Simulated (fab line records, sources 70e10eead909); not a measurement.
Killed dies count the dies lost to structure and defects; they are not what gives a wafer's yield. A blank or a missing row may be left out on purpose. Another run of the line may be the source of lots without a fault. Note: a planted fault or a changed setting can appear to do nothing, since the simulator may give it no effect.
fab line records	flow nandHarc	part 2 of 2: steps 5 to 6 of 6
record: lots: 23	wafers: 69	lastDay: 35
route steps=1302 shown A_CHANNEL_HOLE_D2@583 A_CHANNEL_FILL_D2@616 A_STAIRCASE@652
lots that met no fault: from a run of the same line without faults
startH: hours from the record's opening day to when the first of the lot's shown wafers began	waitH: hours since the lot's step before	" identical to the entry in the row above	L1.1+2: a single row standing in for several wafers	- no value, or no start was given	* or withheld: withheld	< > ~ a bound
route shown NAME@n: names a module that has steps shown in the file, with the first one's number in the route	usual: mean/standard deviation taken from wafers without a fault	same: alike in all rows	chamber/n: place in a boat	sites: readings site by site	_std_site: their standard deviation	_edge_site: the outer-site mean with the inner-site mean subtracted	radiusMm: for every site, how far away it sits from the centre of the wafer	mask NAME#n: copy n	behind: the tool/chamber that last shaped the wafer	hold: what put the lot on hold/how long, in hours/how the hold closed	device: which transistor (n, p or np) failed to switch	end of line: tests run on the same wafers once the route is complete	a step given without rows: its recipe and nothing more	killed: count of dies lost to structure and defects at first sort (not the wafer's yield)	map: a wafer's dies, x killed, . not, _ none there
set.NAME: the setting that was run; set.NAME@STEP: the one run at that earlier step	model.NAME: the simulator's own value behind a step, which no gauge read
steps of the route over a sample of lots; a table a step, a row a wafer
services: a tool's chamber out of use, with start hour (startH, from the record's first day; less than 0 if before it), hours out, and reason
== steps ==
step: NHARC_A_STAIRCASE_TRIM_22
recipe: timeS: 211.2	o2FlowSccm: 500	arFlowSccm: 0	biasW: 0	chemistry: O2
usual: drypumpMotorCurrentA: 5.7/0.54	oesProductAu: 1.002/0.0066	rfVppV: 57.7/0.89	showerheadPlenumPTorr: 3.48/0.14	throttleValvePct: 17.037/0.0095
lot.wafer	tool	chamber	startH	waitH	drypumpMotorCurrentA	oesProductAu	rfHoursCounterH	rfVppV	showerheadPlenumPTorr	throttleValvePct
L074.3	rieDiel-04	0	-	-	4.6	1.015	59	58.3	3.77	17.054
L074.2	"	1	"	"	4.9	0.998	53	57.8	3.32	17.038
L074.6	"	0	"	"	4.6	1.009	-	58.2	3.77	17.020
L075.4	rieDiel-07	0	-	-	6.5	1.005	28	59.0	3.73	17.054
L075.1	"	1	"	"	5.7	0.995	28	57.8	3.46	17.031
L075.5	"	1	"	"	5.7	1.009	-	58.6	3.46	17.032
L077.3	rieDiel-07	1	-	-	5.7	1.006	33	58.7	3.46	17.030
L077.4	"	2	"	"	5.9	1.001	31	58.3	3.50	17.048
L077.6	"	1	"	"	5.7	1.008	-	57.8	3.46	17.042
L076.1	rieDiel-10	2	383.80	0.1	5.9	1.002	37	56.7	3.33	17.033
L076.3	"	2	"	"	5.9	0.986	-	56.9	3.33	17.031
L076.4	"	1	"	"	5.1	1.015	-	57.8	3.42	17.033
L078.1	rieDiel-07	1	-	-	5.7	1.005	38	57.3	3.46	17.041
L078.4	"	2	"	"	5.9	0.998	35	59.2	3.49	17.038
L078.6	"	3	"	"	6.1	1.002	-	57.9	3.41	17.043
L079.1	rieDiel-04	2	-	-	5.8	1.016	8	59.3	3.45	17.044
L079.4	"	3	"	"	6.2	1.011	11	56.9	3.60	17.021
L079.2	"	0	"	"	4.6	0.993	12	59.5	3.77	17.049
L080.4	rieDiel-04	3	-	-	6.2	1.000	18	58.9	3.60	17.049
L080.6	"	2	"	"	5.8	1.003	-	58.9	3.45	17.036
L080.5	"	3	"	"	6.2	1.005	-	57.1	3.60	17.048
L082.2	rieDiel-07	1	-	-	5.7	1.007	46	57.7	3.45	17.027
L082.1	"	2	"	"	5.9	0.997	47	57.3	3.49	17.035
L082.4	"	0	"	"	6.5	1.007	-	58.6	3.72	17.040
L081.2	rieDiel-10	1	-	-	5.2	1.000	0	59.1	3.41	17.041
L081.6	"	3	"	"	5.6	0.989	-	57.0	3.40	17.025
L081.5	"	0	"	"	6.3	1.002	-	57.0	3.53	17.027
L083.3	rieDiel-07	3	-	-	6.2	1.002	52	57.7	3.40	17.043
L083.2	"	1	"	"	5.7	1.014	53	57.8	3.45	17.039
L083.4	"	2	"	"	5.9	0.994	-	58.5	3.48	17.024
L084.3	rieDiel-10	1	-	-	5.1	0.999	4	56.8	3.41	17.032
L084.1	"	2	"	"	5.9	1.006	4	58.8	3.33	17.061
L084.5	"	1	"	"	5.1	1.002	-	56.9	3.41	17.040
L085.2	rieDiel-04	2	-	-	5.8	0.992	33	57.6	3.44	17.022
L085.3	"	3	"	"	6.2	0.999	34	58.9	3.59	17.026
L085.6	"	1	"	"	4.9	0.999	-	56.6	3.30	17.041
L086.4	rieDiel-10	2	-	-	5.9	1.004	9	56.8	3.32	17.043
L086.3	"	1	"	"	5.2	1.001	12	57.9	3.40	17.024
L086.5	"	3	"	"	5.5	0.987	-	57.7	3.40	17.039
L087.2	rieDiel-04	1	-	-	4.9	1.004	44	57.4	3.30	17.020
L087.5	"	3	"	"	6.2	1.008	-	57.5	3.58	17.021
L087.4	"	2	"	"	5.8	1.012	-	57.6	3.43	17.037
L089.2	rieDiel-10	2	-	-	5.9	0.997	15	56.8	3.32	17.045
L089.3	"	0	"	"	6.3	1.008	22	58.4	3.52	17.028
L089.1	"	1	"	"	5.2	1.002	21	57.3	3.40	17.039
L088.4	rieDiel-04	3	-	-	6.2	0.997	47	56.9	3.58	17.039
L088.1	"	2	"	"	5.8	0.996	47	58.1	3.43	17.036
L088.5	"	3	"	"	6.2	0.997	-	57.5	3.58	17.036
L090.1	rieDiel-04	1	-	-	5.0	1.003	49	57.6	3.29	17.057
L090.6	"	1	"	"	5.0	0.998	-	54.4	3.29	17.042
L090.5	"	2	"	"	5.8	1.001	-	56.5	3.43	17.021
L091.3	rieDiel-04	3	-	-	6.2	1.008	58	58.1	3.58	17.041
L091.4	"	0	"	"	4.6	1.002	56	59.3	3.74	17.044
L091.6	"	2	"	"	5.8	1.002	-	57.9	3.42	17.051
L094.4	rieDiel-04	2	-	-	5.8	0.997	1	58.3	3.42	17.044
L094.5	"	3	"	"	6.2	1.003	-	58.1	3.57	17.030
L094.6	"	0	"	"	4.6	1.003	-	57.1	3.74	17.046
L093.3	rieDiel-10	3	-	-	5.6	1.003	34	58.2	3.38	17.034
L093.6	"	3	"	"	5.6	0.997	-	58.4	3.38	17.030
L093.5	"	0	"	"	6.3	0.990	-	56.1	3.51	17.050
L096.1	rieDiel-10	3	-	-	5.5	0.998	41	56.0	3.38	17.038
L096.2	"	0	"	"	6.3	1.009	46	57.3	3.51	17.032
L096.3	"	1	"	"	5.2	1.004	49	57.4	3.38	17.032
L095.2	rieDiel-10	1	-	-	5.2	1.002	50	58.1	3.38	17.059
L095.1	"	3	"	"	5.5	1.001	42	58.6	3.38	17.033
L095.5	"	1	"	"	5.2	0.998	-	57.3	3.38	17.044
L097.2	rieDiel-07	0	-	-	6.5	1.005	27	55.7	3.69	17.033
L097.3	"	1	"	"	5.7	1.006	30	56.8	3.43	17.031
L097.5	"	0	"	"	6.5	1.002	-	59.9	3.69	17.039
step: NHARC_A_STAIRCASE_TRIM_187
recipe: timeS: 211.2	o2FlowSccm: 500	arFlowSccm: 0	biasW: 0	chemistry: O2
usual: drypumpMotorCurrentA: 5.7/0.59	oesProductAu: 1.000/0.0074	rfVppV: 57.6/0.85	showerheadPlenumPTorr: 3.50/0.15	throttleValvePct: 17.036/0.0085
lot.wafer	tool	chamber	startH	waitH	drypumpMotorCurrentA	oesProductAu	rfHoursCounterH	rfVppV	showerheadPlenumPTorr	throttleValvePct
L074.3	rieDiel-07	2	355.86	0.1	5.9	1.004	18	58.4	3.50	17.040
L074.2	"	0	"	"	6.5	1.014	23	58.4	3.73	17.042
L074.6	"	2	"	"	5.9	1.000	-	57.7	3.50	17.036
L075.1	rieDiel-10	1	365.61	0.1	5.2	1.012	38	55.8	3.42	17.041
L075.5	"	1	"	"	5.1	1.005	-	58.2	3.42	17.022
L075.4	"	0	"	"	6.3	1.002	-	57.2	3.54	17.036
L077.3	rieDiel-04	0	385.74	0.1	4.6	1.007	9	58.6	3.77	17.033
L077.4	"	1	"	"	5.0	1.009	7	57.9	3.32	17.030
L077.6	"	0	"	"	4.6	1.007	-	58.3	3.77	17.038
L076.1	rieDiel-07	1	386.53	0.1	5.7	0.998	34	58.0	3.46	17.031
L076.4	"	3	"	"	6.1	1.016	32	58.2	3.41	17.033
L076.3	"	0	"	"	6.5	1.002	33	58.3	3.72	17.036
L078.1	rieDiel-04	0	395.70	0.1	4.6	1.005	12	59.2	3.77	17.047
L078.4	"	2	"	"	5.8	1.007	9	58.9	3.45	17.038
L078.6	"	0	"	"	4.6	0.998	-	57.6	3.77	17.039
L079.1	rieDiel-04	3	396.18	0.1	6.1	1.013	11	57.7	3.60	17.052
L079.4	"	0	"	"	4.6	0.995	13	58.0	3.77	17.043
L079.2	"	1	"	"	4.9	1.011	10	57.6	3.31	17.032
L080.5	rieDiel-07	2	412.56	0.1	5.9	0.990	-	58.3	3.49	17.047
L080.6	"	0	"	"	6.5	1.000	-	58.0	3.72	17.031
L080.4	"	1	"	"	5.7	0.991	-	57.6	3.45	17.026
L082.4	rieDiel-04	3	422.93	0.1	6.2	0.989	21	55.8	3.60	17.050
L082.2	"	0	"	"	4.6	0.990	21	58.3	3.76	17.053
L082.1	"	2	"	"	5.8	0.993	16	57.0	3.45	17.038
L081.2	rieDiel-04	1	433.94	0.1	4.9	0.992	19	57.1	3.31	17.019
L081.5	"	1	"	"	4.9	0.991	-	57.6	3.31	17.031
L081.6	"	2	"	"	5.8	1.003	-	58.3	3.45	17.049
L083.4	rieDiel-04	3	446.44	0.1	6.2	0.991	27	57.7	3.59	17.031
L083.3	"	1	"	"	4.9	1.007	24	58.4	3.31	17.042
L083.2	"	2	"	"	5.8	0.998	23	57.9	3.44	17.030
L084.3	rieDiel-07	0	453.01	0.1	6.5	0.986	58	58.9	3.71	17.035
L084.1	"	1	"	"	5.7	1.016	57	57.3	3.45	17.027
L084.5	"	3	"	"	6.1	0.995	-	57.1	3.40	17.040
L085.2	rieDiel-04	1	468.05	0.1	5.0	0.988	37	57.7	3.30	17.025
L085.3	"	0	"	"	4.6	0.988	37	57.2	3.75	17.031
L085.6	"	2	"	"	5.8	0.999	-	57.9	3.44	17.030
L086.4	rieDiel-04	3	472.97	0.1	6.2	0.990	37	57.0	3.59	17.034
L086.3	"	0	"	"	4.6	1.004	39	57.6	3.75	17.030
L086.5	"	3	"	"	6.2	1.000	-	58.2	3.59	17.050
L087.2	rieDiel-07	0	493.67	0.1	6.5	0.992	1	58.4	3.71	17.032
L087.4	"	1	"	"	5.7	0.998	1	56.0	3.44	17.048
L087.5	"	0	"	"	6.5	1.010	-	59.0	3.71	17.047
L088.1	rieDiel-10	1	504.40	0.1	5.2	1.006	22	56.9	3.40	17.037
L088.5	"	0	"	"	6.3	1.000	-	56.8	3.52	17.029
L088.4	"	1	"	"	5.1	1.000	-	57.1	3.40	17.045
L089.1	rieDiel-04	3	504.52	0.1	6.2	0.992	47	58.0	3.58	17.040
L089.2	"	1	"	"	4.9	1.008	45	56.5	3.30	17.037
L089.3	"	2	"	"	5.8	0.999	47	57.3	3.43	17.035
L090.1	rieDiel-04	3	521.73	0.1	6.2	0.993	55	56.8	3.58	17.059
L090.6	"	3	"	"	6.2	0.999	-	56.7	3.58	17.031
L090.5	"	0	"	"	4.6	0.992	-	58.3	3.74	17.040
L091.3	rieDiel-04	0	532.19	0.1	4.7	0.996	56	60.0	3.74	17.031
L091.4	"	1	"	"	4.9	0.994	54	57.7	3.29	17.036
L091.6	"	0	"	"	4.7	0.992	-	58.0	3.74	17.031
L094.4	rieDiel-04	0	551.79	0.1	4.7	1.008	2	58.3	3.74	17.031
L094.6	"	2	"	"	5.8	0.997	-	57.8	3.42	17.062
L094.5	"	3	"	"	6.1	1.004	-	58.4	3.57	17.036
L093.3	rieDiel-10	3	552.29	0.1	5.5	0.992	34	57.2	3.38	17.030
L093.6	"	0	"	"	6.3	1.001	-	57.4	3.51	17.054
L093.5	"	1	"	"	5.2	1.004	-	57.5	3.39	17.030
L096.3	rieDiel-10	0	570.52	0.1	6.3	0.994	46	57.7	3.51	17.035
L096.1	"	1	"	"	5.2	1.004	49	58.7	3.38	17.042
L096.2	"	2	"	"	6.0	1.002	47	56.6	3.30	17.038
L095.1	rieDiel-10	3	575.03	0.4	5.6	1.006	43	57.4	3.38	17.044
L095.2	"	0	"	"	6.3	1.007	48	55.2	3.51	17.039
L095.5	"	0	"	"	6.3	0.997	-	58.3	3.51	17.024
L097.3	rieDiel-07	2	594.72	0.1	5.9	1.003	33	58.0	3.46	17.016
L097.2	"	1	"	"	5.7	1.001	30	58.9	3.43	17.033
L097.5	"	2	"	"	5.9	0.991	-	58.7	3.46	17.040
== services ==
tool	chamber	startH	hours	kind
rieDiel-07	-	294.20	9.0	pm
rieDiel-04	1	296.13	7.0	repair
rieDiel-10	2	296.65	10.1	repair
aldHk-01	-	297.62	10.0	pm
rieDiel-10	3	320.07	71.0	repair
rieDiel-04	3	327.63	18.1	repair
aldHk-04	-	332.75	0.2	repair
rieDiel-10	2	348.90	2.8	repair
aldHk-02	-	349.63	10.0	pm
rieDiel-04	-	355.41	9.0	pm
rieDiel-07	0	364.85	8.3	repair
rieDiel-10	0	379.77	7.1	repair
rieDiel-07	1	408.63	3.9	repair
rieDiel-07	3	411.93	19.5	repair
rieDiel-10	-	419.56	9.0	pm
rieDiel-07	-	468.92	0.6	repair
rieDiel-07	-	471.23	9.0	pm
aldHk-01	-	475.62	10.0	pm
rieDiel-04	0	488.14	4.4	repair
rieDiel-04	1	492.65	4.0	repair
aldHk-02	-	527.63	10.0	pm
rieDiel-04	-	532.41	9.0	pm
rieDiel-07	-	550.42	0.9	repair
rieDiel-07	0	562.55	12.0	repair
